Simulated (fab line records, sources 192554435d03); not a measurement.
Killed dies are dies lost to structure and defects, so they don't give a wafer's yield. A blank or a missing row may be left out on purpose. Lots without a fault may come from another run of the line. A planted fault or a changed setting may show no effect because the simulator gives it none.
Which tool did it? | flow n5_finfet | 24 lots, 72 wafers sampled, at 6 steps of a route of 1938

WHAT THE GAUGES READ, wafer by wafer
N5_BEOL_M2_OVL_MEAS_29. Usual: V1_OVL 0.0 nm, standard deviation 0.58.
lot  | measured     | on         | V1_OVL (nm)    | flag
L074 | day 6 16:14  | overlay-02 | 0.9 1.1 0.6    |
L075 | day 7 02:30  | overlay-01 | 0.1 0.0 -0.6   |
L076 | day 7 05:43  | overlay-01 | 0.5 0.3 0.1    |
L077 | day 7 09:28  | overlay-01 | -0.8 0.0 0.5   |
L078 | day 7 11:43  | overlay-01 | 0.9 0.5 0.5    |
L079 | day 7 13:35  | overlay-02 | -0.2 0.6 -0.6  |
L080 | day 8 00:35  | overlay-02 | -0.2 0.0 0.4   |
L081 | day 8 11:20  | overlay-01 | 0.7 0.1 0.4    |
L082 | day 8 13:22  | overlay-02 | -0.2 -0.4 -1.2 |
L083 | day 8 18:23  | overlay-02 | -0.6 0.0 0.2   |
L084 | day 8 22:43  | overlay-02 | 0.4 0.5 1.0    |
L085 | day 9 15:08  | overlay-02 | 0.0 -0.3 -0.6  |
L086 | day 9 15:19  | overlay-01 | 0.1 -0.1 -0.4  |
L087 | day 9 21:50  | overlay-01 | 0.2 0.3 -0.6   |
L089 | day 10 02:53 | overlay-02 | -0.3 -0.2 -0.8 |
L088 | day 10 14:11 | overlay-01 | 0.7 0.4 1.1    |
L090 | day 10 14:16 | overlay-02 | 0.1 -0.2 -0.1  |
L091 | day 10 20:13 | overlay-01 | 0.3 0.2 -0.6   |
L092 | day 11 00:25 | overlay-01 | -0.5 -1.4 -0.5 |
L093 | day 11 08:33 | overlay-02 | 0.4 -0.1 -0.1  |
L094 | day 12 03:08 | overlay-01 | 0.1 0.6 0.5    |
L097 | day 12 12:23 | overlay-02 | 1.0 -0.7 1.2   |
L095 | day 12 12:35 | overlay-02 | -1.8 -1.1 -0.6 |
L096 | day 12 14:25 | overlay-02 | -0.1 0.0 -1.1  |

N5_BEOL_M3_CD_MEAS_11: target cd 17.05 nm. Usual: cd_nm 17.10 nm, standard deviation 0.22.
lot  | measured     | on        | cd_nm (nm)        | flag
L074 | day 7 05:43  | cd_sem-02 | 16.97 17.36 17.22 |
L075 | day 7 11:37  | cd_sem-02 | 17.14 17.75 17.33 |
L076 | day 7 13:07  | cd_sem-01 | 17.10 17.02 16.85 |
L077 | day 7 16:55  | cd_sem-03 | 16.94 16.93 16.84 |
L078 | day 7 18:25  | cd_sem-03 | 17.18 17.05 17.15 |
L079 | day 7 21:38  | cd_sem-02 | 17.32 17.09 16.95 |
L080 | day 8 08:13  | cd_sem-03 | 17.08 17.01 17.11 |
L081 | day 9 00:43  | cd_sem-03 | 16.99 17.05 17.29 |
L082 | day 9 01:06  | cd_sem-03 | 17.20 17.23 17.64 |
L083 | day 9 03:55  | cd_sem-03 | 16.99 17.14 17.11 |
L084 | day 9 04:32  | cd_sem-02 | 17.13 16.83 16.92 |
L085 | day 9 22:04  | cd_sem-02 | 16.73 17.19 16.81 |
L086 | day 10 02:13 | cd_sem-03 | 16.78 16.96 16.96 |
L087 | day 10 07:46 | cd_sem-02 | 17.06 17.42 17.41 |
L089 | day 10 13:03 | cd_sem-02 | 17.39 17.21 17.11 |
L088 | day 10 20:04 | cd_sem-02 | 17.19 17.24 17.17 |
L090 | day 10 22:20 | cd_sem-03 | 16.85 17.25 17.08 |
L091 | day 11 06:41 | cd_sem-01 | 16.89 17.22 16.86 |
L092 | day 11 12:52 | cd_sem-02 | 17.09 17.04 17.07 |
L093 | day 12 02:00 | cd_sem-01 | 17.25 17.12 17.10 |
L094 | day 12 12:23 | cd_sem-02 | 16.99 17.45 16.59 |
L097 | day 12 22:14 | cd_sem-02 | 16.89 16.60 17.02 |
L095 | day 12 23:10 | cd_sem-03 | 17.38 17.42 17.04 |
L096 | day 13 04:48 | cd_sem-03 | 17.16 16.79 17.26 |

WHICH TOOL RAN EACH LOT (tool, then ch and the chambers of the sampled wafers, then the start)
lot  | N5_BEOL_M2_STRIP_36                | N5_BEOL_M2_SPUTTER_79        | N5_BEOL_M2_CO_CAP_55             | N5_BEOL_M3_PECVD_72
L074 | rie_diel-03 ch 0,3, day 7 00:28    | pvd_sputter-02, day 7 02:08  | cvd_co-01 ch 0,1,2, day 7 04:32  | pecvd-02 ch 0,2, day 7 04:53
L075 | rie_diel-03 ch 1,2,3, day 7 04:38  | pvd_sputter-02, day 7 07:37  | cvd_co-02 ch 0,1,2, day 7 10:09  | pecvd-02 ch 0,1,2, day 7 10:31
L076 | rie_diel-05 ch 0,1,2, day 7 07:34  | pvd_sputter-02, day 7 09:32  | cvd_co-02 ch 0,1, day 7 12:07    | pecvd-04 ch 1,2, day 7 12:28
L077 | rie_diel-03 ch 1,3, day 7 10:43    | pvd_sputter-01, day 7 12:22  | cvd_co-02 ch 0,1, day 7 14:47    | pecvd-04 ch 0,2, day 7 15:08
L078 | rie_diel-04 ch 1,3, day 7 13:09    | pvd_sputter-01, day 7 14:31  | cvd_co-01 ch 0,1,2, day 7 16:55  | pecvd-04 ch 0,1,2, day 7 17:16
L079 | rie_diel-04 ch 1,3, day 7 16:47    | pvd_sputter-01, day 7 18:14  | cvd_co-01 ch 0,1, day 7 20:38    | pecvd-02 ch 0,2, day 7 20:59
L080 | rie_diel-03 ch 1,2,3, day 8 01:33  | pvd_sputter-02, day 8 04:11  | cvd_co-02 ch 0,1,2, day 8 06:38  | pecvd-02 ch 0,1,2, day 8 06:58
L081 | rie_diel-04 ch 0,1,2, day 8 19:46  | pvd_sputter-03, day 8 21:17  | cvd_co-02 ch 0,1,2, day 8 23:55  | pecvd-02 ch 0,1,2, day 9 00:16
L082 | rie_diel-03 ch 0,1,3, day 8 20:06  | pvd_sputter-01, day 8 21:39  | cvd_co-02 ch 0,1,2, day 9 00:11  | pecvd-04 ch 0,2, day 9 00:32
L083 | rie_diel-03 ch 2,3, day 8 22:49    | pvd_sputter-01, day 9 00:24  | cvd_co-02 ch 0,2, day 9 02:48    | pecvd-04 ch 0,1, day 9 03:09
L084 | rie_diel-05 ch 0,1,3, day 8 23:36  | pvd_sputter-03, day 9 00:59  | cvd_co-02 ch 0,1,2, day 9 03:24  | pecvd-04 ch 0,1,2, day 9 03:45
L085 | rie_diel-03 ch 0,1,3, day 9 15:59  | pvd_sputter-03, day 9 17:42  | cvd_co-02 ch 0,2, day 9 20:07    | pecvd-02 ch 1,2, day 9 20:28
L086 | rie_diel-03 ch 1,2,3, day 9 20:59  | pvd_sputter-01, day 9 22:24  | cvd_co-02 ch 0,2, day 10 00:49   | pecvd-01 ch 0,1,2, day 10 01:10
L087 | rie_diel-03 ch 2,3, day 10 01:23   | pvd_sputter-02, day 10 02:46 | cvd_co-01 ch 0,1,2, day 10 05:30 | pecvd-01 ch 0,2, day 10 05:53
L089 | rie_diel-05 ch 0,1, day 10 04:31   | pvd_sputter-02, day 10 05:58 | cvd_co-01 ch 0,1,2, day 10 09:14 | pecvd-01 ch 1,2, day 10 09:35
L088 | rie_diel-05 ch 2,3, day 10 15:26   | pvd_sputter-02, day 10 16:50 | cvd_co-01 ch 0,1, day 10 19:14   | pecvd-02 ch 0,1,2, day 10 19:35
L090 | rie_diel-04 ch 2,3, day 10 15:37   | pvd_sputter-03, day 10 17:04 | cvd_co-01 ch 0,2, day 10 19:54   | pecvd-02 ch 0,2, day 10 20:15
L091 | rie_diel-03 ch 0,2,3, day 10 21:54 | pvd_sputter-01, day 10 23:26 | cvd_co-02 ch 1,2, day 11 02:07   | pecvd-04 ch 1,2, day 11 02:28
L092 | rie_diel-05 ch 1,2,3, day 11 06:30 | pvd_sputter-02, day 11 07:55 | cvd_co-02 ch 0,1,2, day 11 10:20 | pecvd-02 ch 0,2, day 11 10:41
L093 | rie_diel-03 ch 1,3, day 11 20:32   | pvd_sputter-02, day 11 22:11 | cvd_co-01 ch 0,1,2, day 12 00:37 | pecvd-04 ch 1,2, day 12 00:58
L094 | rie_diel-04 ch 0,1, day 12 07:28   | pvd_sputter-01, day 12 09:02 | cvd_co-01 ch 0,2, day 12 11:34   | pecvd-04 ch 0,1,2, day 12 11:56
L097 | rie_diel-04 ch 0,1,3, day 12 14:06 | pvd_sputter-03, day 12 17:22 | cvd_co-01 ch 0,1,2, day 12 19:47 | pecvd-04 ch 0,1,2, day 12 20:08
L095 | rie_diel-05 ch 0,1, day 12 18:02   | pvd_sputter-01, day 12 19:50 | cvd_co-01 ch 0,2, day 12 22:14   | pecvd-01 ch 0,1, day 12 22:36
L096 | rie_diel-03 ch 0,1,2, day 12 18:52 | pvd_sputter-01, day 12 21:40 | cvd_co-01 ch 0,1,2, day 13 00:26 | pecvd-01 ch 0,1, day 13 00:47
- N5_BEOL_M2_STRIP_36: strips in N2/H2.
- N5_BEOL_M2_SPUTTER_79: material Cu, target thk 4.5 nm, time 8.29 s.
- N5_BEOL_M2_CO_CAP_55: material Co, precursor CCTBA/H2, target thk 2 nm, time 102.1 s.
- N5_BEOL_M3_PECVD_72: deposits SiO2 from TEOS/O2, target thk 16 nm, time 18 s.

WHAT THE TOOLS THEMSELVES READ (means of the sampled wafers that have a number; where no wafer has one, the mark that the record gives instead)
N5_BEOL_M2_STRIP_36. Usual: drypump_motor_current_A 5.9 A, standard deviation 0.47; h2_flow_sccm 200.1 sccm, standard deviation 0.61; oes_product_au 0.77 a.u., standard deviation 0.096; rf_vpp_V 59.3 V, standard deviation 1.5; showerhead_plenum_p_Torr 2.53 Torr, standard deviation 0.076; throttle_valve_pct 23.6 %, standard deviation 0.32.
lot  | tool        | drypump_motor_current_A (A) | h2_flow_sccm (sccm) | oes_product_au (a.u.) | rf_vpp_V (V) | showerhead_plenum_p_Torr (Torr) | throttle_valve_pct (%) | flag
L074 | rie_diel-03 | 5.4                         | 199.3               | 0.79                  | 59.4         | 2.51                            | 23.6                   |
L075 | rie_diel-03 | 6.0                         | 200.2               | 0.84                  | 59.2         | 2.54                            | 23.8                   |
L076 | rie_diel-05 | 5.6                         | 200.1               | 0.70                  | 59.8         | 2.45                            | 23.7                   |
L077 | rie_diel-03 | 5.9                         | 199.9               | 0.90                  | 60.2         | 2.49                            | 23.5                   |
L078 | rie_diel-04 | 6.1                         | 200.4               | 0.77                  | 58.2         | 2.51                            | 23.4                   |
L079 | rie_diel-04 | 6.1                         | 200.2               | 0.77                  | 59.3         | 2.51                            | 23.4                   |
L080 | rie_diel-03 | 6.0                         | 199.8               | 0.82                  | 60.0         | 2.53                            | 23.8                   |
L081 | rie_diel-04 | 6.4                         | 200.0               | 0.69                  | 59.2         | 2.58                            | 23.5                   |
L082 | rie_diel-03 | 5.8                         | 200.2               | 0.83                  | 58.1         | 2.49                            | 23.5                   |
L083 | rie_diel-03 | 5.7                         | 200.1               | 0.82                  | 59.7         | 2.53                            | 23.9                   |
L084 | rie_diel-05 | 5.7                         | 200.1               | 0.69                  | 60.2         | 2.51                            | 23.5                   |
L085 | rie_diel-03 | 5.8                         | 200.2               | 0.81                  | 60.4         | 2.49                            | 23.5                   |
L086 | rie_diel-03 | 6.0                         | 199.9               | 0.80                  | 59.8         | 2.52                            | 23.8                   |
L087 | rie_diel-03 | 5.7                         | 200.0               | 0.82                  | 59.0         | 2.53                            | 23.9                   |
L089 | rie_diel-05 | 5.3                         | 200.1               | 0.70                  | 58.7         | 2.48                            | 23.5                   |
L088 | rie_diel-05 | 6.0                         | 200.4               | 0.91                  | 60.2         | 2.68                            | 23.6                   |
L090 | rie_diel-04 | 6.2                         | 199.3               | 0.72                  | 58.5         | 2.49                            | 23.8                   |
L091 | rie_diel-03 | 5.6                         | 200.0               | 0.75                  | 60.8         | 2.53                            | 23.9                   |
L092 | rie_diel-05 | 5.7                         | 200.2               | 0.79                  | 60.4         | 2.61                            | 23.5                   |
L093 | rie_diel-03 | 5.9                         | 200.2               | 0.84                  | 59.7         | 2.48                            | 23.6                   |
L094 | rie_diel-04 | 6.3                         | 200.2               | 0.86                  | 60.1         | 2.60                            | 23.2                   |
L097 | rie_diel-04 | 6.3                         | 200.2               | 0.79                  | 59.9         | 2.54                            | 23.3                   |
L095 | rie_diel-05 | 5.6                         | 200.2               | 0.87                  | 59.8         | 2.65                            | 23.3                   |
L096 | rie_diel-03 | 6.0                         | 200.0               | 0.83                  | 58.3         | 2.52                            | 23.7                   |

N5_BEOL_M2_SPUTTER_79. Usual: substrate_temp_c -20.01 C, standard deviation 0.11; throttle_valve_pct 29.9 %, standard deviation 0.95.
lot  | tool           | substrate_temp_c (C) | throttle_valve_pct (%) | flag
L074 | pvd_sputter-02 | -20.12               | 29.9                   |
L075 | pvd_sputter-02 | -20.07               | 29.5                   |
L076 | pvd_sputter-02 | -19.95               | 29.1                   |
L077 | pvd_sputter-01 | -20.08               | 30.5                   |
L078 | pvd_sputter-01 | -20.09               | 30.5                   |
L079 | pvd_sputter-01 | -20.06               | 30.3                   |
L080 | pvd_sputter-02 | -20.05               | 29.1                   |
L081 | pvd_sputter-03 | -20.10               | 30.0                   |
L082 | pvd_sputter-01 | -20.08               | 30.3                   |
L083 | pvd_sputter-01 | -19.99               | 30.5                   |
L084 | pvd_sputter-03 | -19.91               | 30.6                   |
L085 | pvd_sputter-03 | -20.05               | 30.1                   |
L086 | pvd_sputter-01 | -20.01               | 30.5                   |
L087 | pvd_sputter-02 | -19.97               | 28.8                   |
L089 | pvd_sputter-02 | -20.00               | 28.5                   |
L088 | pvd_sputter-02 | -20.06               | 29.1                   |
L090 | pvd_sputter-03 | -19.91               | 31.2                   |
L091 | pvd_sputter-01 | -19.98               | 30.4                   |
L092 | pvd_sputter-02 | -19.98               | 29.9                   |
L093 | pvd_sputter-02 | -19.97               | 28.9                   |
L094 | pvd_sputter-01 | -19.99               | 29.9                   |
L097 | pvd_sputter-03 | -19.94               | 30.8                   |
L095 | pvd_sputter-01 | -20.10               | 29.8                   |
L096 | pvd_sputter-01 | -19.91               | 30.4                   |

N5_BEOL_M2_CO_CAP_55. Usual: heater_power_outer_w 122 W, standard deviation 24; heater_power_w 238 W, standard deviation 33.
lot  | tool      | heater_power_outer_w (W) | heater_power_w (W) | flag
L074 | cvd_co-01 | 116                      | 227                |
L075 | cvd_co-02 | 126                      | 243                |
L076 | cvd_co-02 | 127                      | 238                |
L077 | cvd_co-02 | 151                      | 270                |
L078 | cvd_co-01 | 117                      | 230                |
L079 | cvd_co-01 | 117                      | 236                |
L080 | cvd_co-02 | 127                      | 245                |
L081 | cvd_co-02 | 128                      | 240                |
L082 | cvd_co-02 | 127                      | 247                |
L083 | cvd_co-02 | 129                      | 255                |
L084 | cvd_co-02 | 128                      | 242                |
L085 | cvd_co-02 | 150                      | 280                |
L086 | cvd_co-02 | 128                      | 249                |
L087 | cvd_co-01 | 115                      | 232                |
L089 | cvd_co-01 | 117                      | 231                |
L088 | cvd_co-01 | 125                      | 244                |
L090 | cvd_co-01 | 109                      | 218                |
L091 | cvd_co-02 | 105                      | 212                |
L092 | cvd_co-02 | 129                      | 246                |
L093 | cvd_co-01 | 117                      | 235                |
L094 | cvd_co-01 | 111                      | 222                |
L097 | cvd_co-01 | 116                      | 233                |
L095 | cvd_co-01 | 109                      | 220                |
L096 | cvd_co-01 | 116                      | 232                |

N5_BEOL_M3_PECVD_72. Usual: heater_power_outer_w 404 W, standard deviation 91; heater_power_w 677 W, standard deviation 150; showerhead_plenum_p_Torr 8.78 Torr, standard deviation 0.084; throttle_valve_pct 21.8 %, standard deviation 0.97.
lot  | tool     | heater_power_outer_w (W) | heater_power_w (W) | showerhead_plenum_p_Torr (Torr) | throttle_valve_pct (%) | flag
L074 | pecvd-02 | 496                      | 821                | 8.82                            | 20.6                   |
L075 | pecvd-02 | 425                      | 704                | 8.83                            | 21.6                   |
L076 | pecvd-04 | 439                      | 734                | 8.73                            | 21.7                   |
L077 | pecvd-04 | 300                      | 484                | 8.75                            | 21.4                   |
L078 | pecvd-04 | 389                      | 640                | 8.73                            | 21.7                   |
L079 | pecvd-02 | 410                      | 679                | 8.84                            | 21.6                   |
L080 | pecvd-02 | 434                      | 722                | 8.82                            | 21.5                   |
L081 | pecvd-02 | 415                      | 699                | 8.81                            | 21.7                   |
L082 | pecvd-04 | 335                      | 546                | 8.74                            | 21.6                   |
L083 | pecvd-04 | 379                      | 633                | 8.82                            | 21.5                   |
L084 | pecvd-04 | 383                      | 642                | 8.73                            | 21.7                   |
L085 | pecvd-02 | 484                      | 791                | 8.79                            | 20.9                   |
L086 | pecvd-01 | 462                      | 777                | 8.78                            | 22.5                   |
L087 | pecvd-01 | 381                      | 659                | 8.80                            | 22.1                   |
L089 | pecvd-01 | 456                      | 747                | 8.78                            | 22.6                   |
L088 | pecvd-02 | 435                      | 707                | 8.82                            | 21.7                   |
L090 | pecvd-02 | 490                      | 802                | 8.83                            | 20.7                   |
L091 | pecvd-04 | 370                      | 631                | 8.66                            | 21.7                   |
L092 | pecvd-02 | 483                      | 803                | 8.80                            | 20.7                   |
L093 | pecvd-04 | 388                      | 676                | 8.72                            | 21.8                   |
L094 | pecvd-04 | 362                      | 607                | 8.73                            | 21.7                   |
L097 | pecvd-04 | 403                      | 670                | 8.74                            | 21.7                   |
L095 | pecvd-01 | 442                      | 782                | 8.77                            | 22.8                   |
L096 | pecvd-01 | 503                      | 841                | 8.77                            | 23.0                   |

THE ANSWER, worked out from the rows above alone
Rule: a lot is off if the mean of its wafers that have a number lies more than 3 standard deviations from the usual mean. A lot without any number at a reading at which 4 lots or more have one is off too. The other lots that the step has rows for count as sound. The gauges are gone through in route order, then the tools' own readings, and for those a lot's mean is taken as printed above. The first step at which some lot is off is used, and at that step the reading that is off furthest; a lot without a number counts as furthest.
No lot is off at any reading shown: from this, nothing can be told.

WHAT THE SIMULATOR HAD PUT IN
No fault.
